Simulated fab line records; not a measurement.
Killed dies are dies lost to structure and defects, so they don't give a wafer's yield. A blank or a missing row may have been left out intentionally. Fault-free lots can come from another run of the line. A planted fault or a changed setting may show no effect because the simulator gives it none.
Struck lot and sound lot, side by side -- flow nand_harc -- 17 out of 1159 route steps
Sound: these wafers, L488.2, L488.3, L488.5. Struck: wafers L495.1, L495.2, L495.4. The cause is named last.
Order at every step that has rows: each side's tool, ch and its chambers, its first start. Under that, the readings that differ: sound wafers -- struck wafers -- difference of the means -- sigmas: that difference in standard deviations of wafers without a fault.
alike: readings with means less than 2 such deviations apart, plus words and numbers identical on both sides. not compared: withheld readings, readings lacking a value on some wafer, bounds such as >300 that could conceal the same value, and numbers that have no deviation in the record and whose values overlap.
A row with sigmas, a row that says differs or no value, or rows on one side alone: a step with any of these is where the two part. Numbers that have no deviation but don't overlap get no sigmas and don't part them. A reading that every wafer of one side lacks parts them only if that side has two wafers or more.

first, 5 steps without rows for these wafers: NHARC_P_GATE_STRIP_15 (strips in SPM, time 780 s); NHARC_P_GATE_PRECLEAN_71 (cleans in SC1); NHARC_P_GATE_SRD_72; NHARC_P_GATE_OXIDE_16 (material SiO2, target thk 3 nm, ox time 392 s); NHARC_P_GATE_CVD_17 (deposits poly-Si, target thk 150 nm, time 900 s).
NHARC_P_GATE_HM_DEP_102: deposits aC, target thk 120 nm.
  sound on acl_dep-02 ch 0, day 6 04:47; struck on acl_dep-03 ch 0, day 7 21:59
  alike: throttle_valve_pct
NHARC_P_GATE_DEP_103: deposits SiON, target thk 30 nm.
  sound on pecvd-01 ch 0,2, day 6 05:23; struck on pecvd-01 ch 1,2, day 7 22:40
  alike: heater_power_w
  not compared: since_wet_clean_h
then, 5 steps without rows for these wafers: NHARC_P_GATE_DEHYDRATE_18 (time 120 s); NHARC_P_GATE_HMDS_19 (time 30 s); NHARC_P_GATE_COAT_20 (resist thk 90 nm); NHARC_P_GATE_SOFTBAKE_21 (time 55 s); NHARC_P_GATE_EBR_22.
NHARC_P_GATE_EXPOSE_23: exposes mask P GATE, target cd 120 nm.
  sound on arfi_scanner-03 ch 0, day 6 05:47; struck on arfi_scanner-01 ch 0, day 7 23:04
reading,sound,struck,difference,sigmas
exposure_dose_mJ_cm2,93.83 93.79 93.87,56.72 56.68 56.77,-37.11,-99 or more
  alike: mask, stage_vel_mm_s
then, 2 steps without rows for these wafers: NHARC_P_GATE_PEB_24 (peb time 65 s); NHARC_P_GATE_DEVELOP_25 (develop time 35 s).
NHARC_P_GATE_CD_MEAS_26: the cd target is 120 nm.
  sound on cd_sem-02 ch 0, day 6 05:55; struck on cd_sem-03 ch 0
reading,sound,struck,difference,sigmas
cd_nm (nm),119.5 119.8 119.9,149.3 149.5 149.0,+29.5,+57
  not compared: hold
following that, these wafers have no rows for 1 step: NHARC_END_SORT_01.

WHERE THEY PART
Last at NHARC_P_GATE_CD_MEAS_26 as far as this record goes, first at NHARC_P_GATE_EXPOSE_23.

WHY: the cause the simulator had injected
Process parameter drift: arfi_scanner-01, from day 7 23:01 on, at NHARC_P_GATE_EXPOSE_23. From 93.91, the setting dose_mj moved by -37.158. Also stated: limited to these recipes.
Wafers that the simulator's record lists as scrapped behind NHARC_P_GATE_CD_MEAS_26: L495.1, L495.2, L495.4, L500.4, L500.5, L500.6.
